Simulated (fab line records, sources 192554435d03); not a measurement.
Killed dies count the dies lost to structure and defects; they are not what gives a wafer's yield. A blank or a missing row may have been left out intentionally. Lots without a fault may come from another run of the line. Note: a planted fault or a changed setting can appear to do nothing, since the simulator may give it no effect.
Split-lot study || flow n5Finfet || route with 1938 steps; 7 lots, 21 wafers read

THE SPLIT ITSELF
At N5_MOL_CONTACT_COAG_ALD_133 (deposits SiO2, target thk 5 nm, pulse time 1 s, co reactant pulse time 1 s), the setting aldCycles was moved away from the recipe's 35 on 6 of the 21 wafers read, by -17.1% to +11.4%. The other wafers ran this setting at the recipe's value.

Reading taken at the split's own step.

THE READING
SiO2_of_MOL_CONTACT_COAG_ALD_133.thkNm (the simulator's own value, which no gauge read), in nm, at N5_MOL_CONTACT_COAG_ALD_133 (deposits SiO2, target thk 5 nm, pulse time 1 s, co reactant pulse time 1 s). The file gives no usual value for it.

{"wafer": "L078.1", "tool, chamber at the split": "aldSin-01, 2,1,0", "aldCycles as run": 35, "against the recipe": "recipe", "SiO2_of_MOL_CONTACT_COAG_ALD_133.thkNm, nm": 5, "against lot-mates on the recipe": "-"}
{"wafer": "L078.4", "tool, chamber at the split": "aldSin-01, 2,1,0", "aldCycles as run": 35, "against the recipe": "recipe", "SiO2_of_MOL_CONTACT_COAG_ALD_133.thkNm, nm": 5, "against lot-mates on the recipe": "-"}
{"wafer": "L078.5", "tool, chamber at the split": "aldSin-01, 2,1,0", "aldCycles as run": 35, "against the recipe": "recipe", "SiO2_of_MOL_CONTACT_COAG_ALD_133.thkNm, nm": 5, "against lot-mates on the recipe": "-"}
{"wafer": "L079.1", "tool, chamber at the split": "aldSin-04, 3,0,0", "aldCycles as run": 35, "against the recipe": "recipe", "SiO2_of_MOL_CONTACT_COAG_ALD_133.thkNm, nm": 5, "against lot-mates on the recipe": "-"}
{"wafer": "L079.2", "tool, chamber at the split": "aldSin-04, 3,0,0", "aldCycles as run": 35, "against the recipe": "recipe", "SiO2_of_MOL_CONTACT_COAG_ALD_133.thkNm, nm": 5, "against lot-mates on the recipe": "-"}
{"wafer": "L079.6", "tool, chamber at the split": "aldSin-04, 3,0,0", "aldCycles as run": 35, "against the recipe": "recipe", "SiO2_of_MOL_CONTACT_COAG_ALD_133.thkNm, nm": 5, "against lot-mates on the recipe": "-"}
{"wafer": "L080.1", "tool, chamber at the split": "aldSin-01, 3,0,2", "aldCycles as run": 35, "against the recipe": "recipe", "SiO2_of_MOL_CONTACT_COAG_ALD_133.thkNm, nm": 5, "against lot-mates on the recipe": "-"}
{"wafer": "L080.2", "tool, chamber at the split": "aldSin-01, 3,0,2", "aldCycles as run": 35, "against the recipe": "recipe", "SiO2_of_MOL_CONTACT_COAG_ALD_133.thkNm, nm": 5, "against lot-mates on the recipe": "-"}
{"wafer": "L080.3", "tool, chamber at the split": "aldSin-01, 3,0,2", "aldCycles as run": 35, "against the recipe": "recipe", "SiO2_of_MOL_CONTACT_COAG_ALD_133.thkNm, nm": 5, "against lot-mates on the recipe": "-"}
{"wafer": "L082.2", "tool, chamber at the split": "aldSin-03, 3", "aldCycles as run": 35, "against the recipe": "recipe", "SiO2_of_MOL_CONTACT_COAG_ALD_133.thkNm, nm": 5, "against lot-mates on the recipe": "-"}
{"wafer": "L082.4", "tool, chamber at the split": "aldSin-03, 1", "aldCycles as run": 39, "against the recipe": "+11.4%", "SiO2_of_MOL_CONTACT_COAG_ALD_133.thkNm, nm": 5.6, "against lot-mates on the recipe": "+0.6"}
{"wafer": "L082.6", "tool, chamber at the split": "aldSin-03, 1", "aldCycles as run": 39, "against the recipe": "+11.4%", "SiO2_of_MOL_CONTACT_COAG_ALD_133.thkNm, nm": 5.6, "against lot-mates on the recipe": "+0.6"}
{"wafer": "L083.1", "tool, chamber at the split": "aldSin-03, 0,3", "aldCycles as run": 35, "against the recipe": "recipe", "SiO2_of_MOL_CONTACT_COAG_ALD_133.thkNm, nm": 5, "against lot-mates on the recipe": "-"}
{"wafer": "L083.6", "tool, chamber at the split": "aldSin-03, 0,3", "aldCycles as run": 35, "against the recipe": "recipe", "SiO2_of_MOL_CONTACT_COAG_ALD_133.thkNm, nm": 5, "against lot-mates on the recipe": "-"}
{"wafer": "L083.5", "tool, chamber at the split": "aldSin-03, 0", "aldCycles as run": 31, "against the recipe": "-11.4%", "SiO2_of_MOL_CONTACT_COAG_ALD_133.thkNm, nm": 4.4, "against lot-mates on the recipe": -0.6}
{"wafer": "L085.4", "tool, chamber at the split": "aldSin-03, 2,1", "aldCycles as run": 35, "against the recipe": "recipe", "SiO2_of_MOL_CONTACT_COAG_ALD_133.thkNm, nm": 5, "against lot-mates on the recipe": "-"}
{"wafer": "L085.6", "tool, chamber at the split": "aldSin-03, 2,1", "aldCycles as run": 35, "against the recipe": "recipe", "SiO2_of_MOL_CONTACT_COAG_ALD_133.thkNm, nm": 5, "against lot-mates on the recipe": "-"}
{"wafer": "L085.5", "tool, chamber at the split": "aldSin-03, 0", "aldCycles as run": 29, "against the recipe": "-17.1%", "SiO2_of_MOL_CONTACT_COAG_ALD_133.thkNm, nm": 4.2, "against lot-mates on the recipe": -0.8}
{"wafer": "L097.2", "tool, chamber at the split": "aldSin-04, 0", "aldCycles as run": 38, "against the recipe": "+8.6%", "SiO2_of_MOL_CONTACT_COAG_ALD_133.thkNm, nm": 5.4, "against lot-mates on the recipe": "+0.4"}
{"wafer": "L097.5", "tool, chamber at the split": "aldSin-04, 0", "aldCycles as run": 38, "against the recipe": "+8.6%", "SiO2_of_MOL_CONTACT_COAG_ALD_133.thkNm, nm": 5.4, "against lot-mates on the recipe": "+0.4"}
{"wafer": "L097.3", "tool, chamber at the split": "aldSin-04, 1", "aldCycles as run": 35, "against the recipe": "recipe", "SiO2_of_MOL_CONTACT_COAG_ALD_133.thkNm, nm": 5, "against lot-mates on the recipe": "-"}
The file does not say which wafer passed through which chamber wherever a row lists several chambers: such a row stands for several wafers.

THE FIT
A straight line over all 21 wafers: SiO2_of_MOL_CONTACT_COAG_ALD_133.thkNm changes by +0.0494 nm for each +1% of aldCycles; r = +1.00; the points scatter about the line by 0.019 nm.
The same after taking each lot's own level away (the mean of its wafers on the recipe; 21 wafers): +0.0494 nm for each +1%; r = +1.00; scatter 0.019 nm.
On that fit, the largest move of aldCycles shifts the reading by 0.85 nm.
The lots' own levels span 5.00 to 5.00 nm.
Hence the lot-to-lot level has little effect on the slope; both slopes agree.
Check: for one of the wafers moved furthest among these (-17.1%), held out of the fit, the line's prediction against its lot-mates is -0.878 nm. Against them it came out at -0.8 nm.

ADDITIONAL SPLITS CARRIED BY THESE WAFERS
These wafers also went through other splits before the reading. Each is held against what the fit with the lots' levels taken away leaves over:
{"other split on the same wafers": "N5_SDB_ETCH_17 biasW", "wafers away from the commonest value": 8, "r with SiO2_of_MOL_CONTACT_COAG_ALD_133.thkNm (lot level and that fit taken away)": "+0.33"}
{"other split on the same wafers": "N5_HKMG_FIN_EXPOSE_09 doseMj", "wafers away from the commonest value": 9, "r with SiO2_of_MOL_CONTACT_COAG_ALD_133.thkNm (lot level and that fit taken away)": -0.17}
{"other split on the same wafers": "N5_HKMG_FIN_DEVELOP_11 developTimeS", "wafers away from the commonest value": 7, "r with SiO2_of_MOL_CONTACT_COAG_ALD_133.thkNm (lot level and that fit taken away)": -0.60}
{"other split on the same wafers": "N5_GATE_CUT_COAT_35 spinRpm", "wafers away from the commonest value": 7, "r with SiO2_of_MOL_CONTACT_COAG_ALD_133.thkNm (lot level and that fit taken away)": -0.58}
{"other split on the same wafers": "N5_GATE_CUT_DESCUM_18 timeS", "wafers away from the commonest value": 5, "r with SiO2_of_MOL_CONTACT_COAG_ALD_133.thkNm (lot level and that fit taken away)": -0.18}
{"other split on the same wafers": "N5_MOL_CONTACT_COAG_COAT_104 spinRpm", "wafers away from the commonest value": 4, "r with SiO2_of_MOL_CONTACT_COAG_ALD_133.thkNm (lot level and that fit taken away)": -0.13}
{"other split on the same wafers": "N5_MOL_CONTACT_COAG_EXPOSE_05 doseMj", "wafers away from the commonest value": 7, "r with SiO2_of_MOL_CONTACT_COAG_ALD_133.thkNm (lot level and that fit taken away)": -0.09}
{"other split on the same wafers": "N5_MOL_CONTACT_COAG_COAT_34 spinRpm", "wafers away from the commonest value": 6, "r with SiO2_of_MOL_CONTACT_COAG_ALD_133.thkNm (lot level and that fit taken away)": -0.20}

FILE'S OWN FIT
SiO2_of_MOL_CONTACT_COAG_ALD_133.thkNm changes by +0.0491 nm for each +1% of aldCycles, r = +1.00.
